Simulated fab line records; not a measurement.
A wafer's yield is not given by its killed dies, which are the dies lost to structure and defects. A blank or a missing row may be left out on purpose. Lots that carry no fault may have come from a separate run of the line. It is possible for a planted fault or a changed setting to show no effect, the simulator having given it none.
Which tool was responsible? || flow nand_harc || 15 lots with 45 wafers sampled at 2 steps, on a route of 1159 steps

## WHAT EACH GAUGE READ, for each wafer
NHARC_P_GATE_CD_MEAS_59: target cd 720 nm. Usual: cd_nm 721.0 nm, standard deviation 2.4.
{"lot": "L123", "measured": "day 5 06:34", "on": "cd_sem-03", "cd_nm (nm)": "722.6 723.3 726.8", "flag": ""}
{"lot": "L125", "measured": "day 5 19:25", "on": "cd_sem-01", "cd_nm (nm)": "719.0 723.4 718.7", "flag": ""}
{"lot": "L126", "measured": "day 6 06:19", "on": "cd_sem-01", "cd_nm (nm)": "723.4 723.8 722.1", "flag": ""}
{"lot": "L127", "measured": "day 6 16:53", "on": "cd_sem-01", "cd_nm (nm)": "717.6 720.8 720.4", "flag": ""}
{"lot": "L128", "measured": "day 6 22:34", "on": "cd_sem-02", "cd_nm (nm)": "723.0 723.5 724.6", "flag": ""}
{"lot": "L131", "measured": "day 7 03:33", "on": "cd_sem-01", "cd_nm (nm)": "721.4 720.3 722.4", "flag": ""}
{"lot": "L130", "measured": "day 7 04:03", "on": "cd_sem-01", "cd_nm (nm)": "722.0 723.1 723.7", "flag": ""}
{"lot": "L129", "measured": "day 7 04:56", "on": "cd_sem-03", "cd_nm (nm)": "721.0 720.2 717.9", "flag": ""}
{"lot": "L133", "measured": "day 7 22:46", "on": "cd_sem-03", "cd_nm (nm)": "721.4 719.1 719.1", "flag": ""}
{"lot": "L132", "measured": "day 7 23:18", "on": "cd_sem-02", "cd_nm (nm)": "719.4 719.4 721.3", "flag": ""}
{"lot": "L138", "measured": "day 9 06:05", "on": "cd_sem-01", "cd_nm (nm)": "720.3 719.2 725.0", "flag": ""}
{"lot": "L139", "measured": "day 9 12:48", "on": "cd_sem-03", "cd_nm (nm)": "720.9 717.2 720.5", "flag": ""}
{"lot": "L140", "measured": "day 9 13:23", "on": "cd_sem-02", "cd_nm (nm)": "718.5 721.4 718.6", "flag": ""}
{"lot": "L141", "measured": "day 9 21:01", "on": "cd_sem-02", "cd_nm (nm)": "721.7 723.7 721.2", "flag": ""}
{"lot": "L144", "measured": "day 10 17:25", "on": "cd_sem-02", "cd_nm (nm)": "718.2 714.8 718.0", "flag": ""}

## WHICH TOOL RAN EACH LOT (tool, then ch and the chambers of the sampled wafers, then the start)
{"lot": "L123", "NHARC_P_GATE_STRIP_75": "plasma_asher-02 ch 0,1, day 5 05:38"}
{"lot": "L125", "NHARC_P_GATE_STRIP_75": "plasma_asher-01 ch 0,1, day 5 18:30"}
{"lot": "L126", "NHARC_P_GATE_STRIP_75": "plasma_asher-01 ch 0,1, day 6 05:31"}
{"lot": "L127", "NHARC_P_GATE_STRIP_75": "plasma_asher-01 ch 0,1, day 6 15:55"}
{"lot": "L128", "NHARC_P_GATE_STRIP_75": "plasma_asher-02 ch 0,1, day 6 21:38"}
{"lot": "L131", "NHARC_P_GATE_STRIP_75": "plasma_asher-01 ch 0,1, day 7 02:34"}
{"lot": "L130", "NHARC_P_GATE_STRIP_75": "plasma_asher-02 ch 0,1, day 7 03:08"}
{"lot": "L129", "NHARC_P_GATE_STRIP_75": "plasma_asher-02 ch 0,1, day 7 04:01"}
{"lot": "L133", "NHARC_P_GATE_STRIP_75": "plasma_asher-01 ch 0,1, day 7 21:57"}
{"lot": "L132", "NHARC_P_GATE_STRIP_75": "plasma_asher-02 ch 0,1, day 7 22:30"}
{"lot": "L138", "NHARC_P_GATE_STRIP_75": "plasma_asher-01 ch 0,1, day 9 05:18"}
{"lot": "L139", "NHARC_P_GATE_STRIP_75": "plasma_asher-02 ch 0,1, day 9 11:52"}
{"lot": "L140", "NHARC_P_GATE_STRIP_75": "plasma_asher-02 ch 0,1, day 9 12:37"}
{"lot": "L141", "NHARC_P_GATE_STRIP_75": "plasma_asher-01 ch 0,1, day 9 20:13"}
{"lot": "L144", "NHARC_P_GATE_STRIP_75": "plasma_asher-02 ch 0,1, day 10 16:38"}
- NHARC_P_GATE_STRIP_75: strips in O2.

## AS READ BY THE TOOLS THEMSELVES (means over the sampled wafers that have a number; for cases with no such wafer, the mark the record gives instead)
NHARC_P_GATE_STRIP_75. Usual: drypump_motor_current_A 5.7 A, standard deviation 0.3; heater_power_w 330 W, standard deviation 27.
{"lot": "L123", "tool": "plasma_asher-02", "drypump_motor_current_A (A)": 5.6, "heater_power_w (W)": 350, "flag": ""}
{"lot": "L125", "tool": "plasma_asher-01", "drypump_motor_current_A (A)": 5.6, "heater_power_w (W)": 313, "flag": ""}
{"lot": "L126", "tool": "plasma_asher-01", "drypump_motor_current_A (A)": 5.6, "heater_power_w (W)": 336, "flag": ""}
{"lot": "L127", "tool": "plasma_asher-01", "drypump_motor_current_A (A)": 5.7, "heater_power_w (W)": 335, "flag": ""}
{"lot": "L128", "tool": "plasma_asher-02", "drypump_motor_current_A (A)": 5.6, "heater_power_w (W)": 343, "flag": ""}
{"lot": "L131", "tool": "plasma_asher-01", "drypump_motor_current_A (A)": 5.6, "heater_power_w (W)": 320, "flag": ""}
{"lot": "L130", "tool": "plasma_asher-02", "drypump_motor_current_A (A)": 5.6, "heater_power_w (W)": 345, "flag": ""}
{"lot": "L129", "tool": "plasma_asher-02", "drypump_motor_current_A (A)": 5.6, "heater_power_w (W)": 349, "flag": ""}
{"lot": "L133", "tool": "plasma_asher-01", "drypump_motor_current_A (A)": 5.7, "heater_power_w (W)": 334, "flag": ""}
{"lot": "L132", "tool": "plasma_asher-02", "drypump_motor_current_A (A)": 5.8, "heater_power_w (W)": 332, "flag": ""}
{"lot": "L138", "tool": "plasma_asher-01", "drypump_motor_current_A (A)": 5.6, "heater_power_w (W)": 322, "flag": ""}
{"lot": "L139", "tool": "plasma_asher-02", "drypump_motor_current_A (A)": 5.6, "heater_power_w (W)": 332, "flag": ""}
{"lot": "L140", "tool": "plasma_asher-02", "drypump_motor_current_A (A)": 5.6, "heater_power_w (W)": 333, "flag": ""}
{"lot": "L141", "tool": "plasma_asher-01", "drypump_motor_current_A (A)": 5.6, "heater_power_w (W)": 335, "flag": ""}
{"lot": "L144", "tool": "plasma_asher-02", "drypump_motor_current_A (A)": 5.6, "heater_power_w (W)": 333, "flag": ""}

## THE ANSWER, worked out from the rows above alone
Rule: take the mean of a lot's wafers that have a number; if it is more than 3 standard deviations from the usual mean, the lot is off. A lot without any number at a reading at which 4 lots or more have one is off too. The other lots that the step has rows for count as sound. After the gauges, taken in route order, come the tools' own readings; for these a lot's mean is taken, as printed above. At the first step where some lot is off, the reading lying furthest off is the one used; lots without a number count as furthest.
No lot is off at any reading shown: from this, nothing can be told.

## WHAT THE SIMULATOR PUT IN
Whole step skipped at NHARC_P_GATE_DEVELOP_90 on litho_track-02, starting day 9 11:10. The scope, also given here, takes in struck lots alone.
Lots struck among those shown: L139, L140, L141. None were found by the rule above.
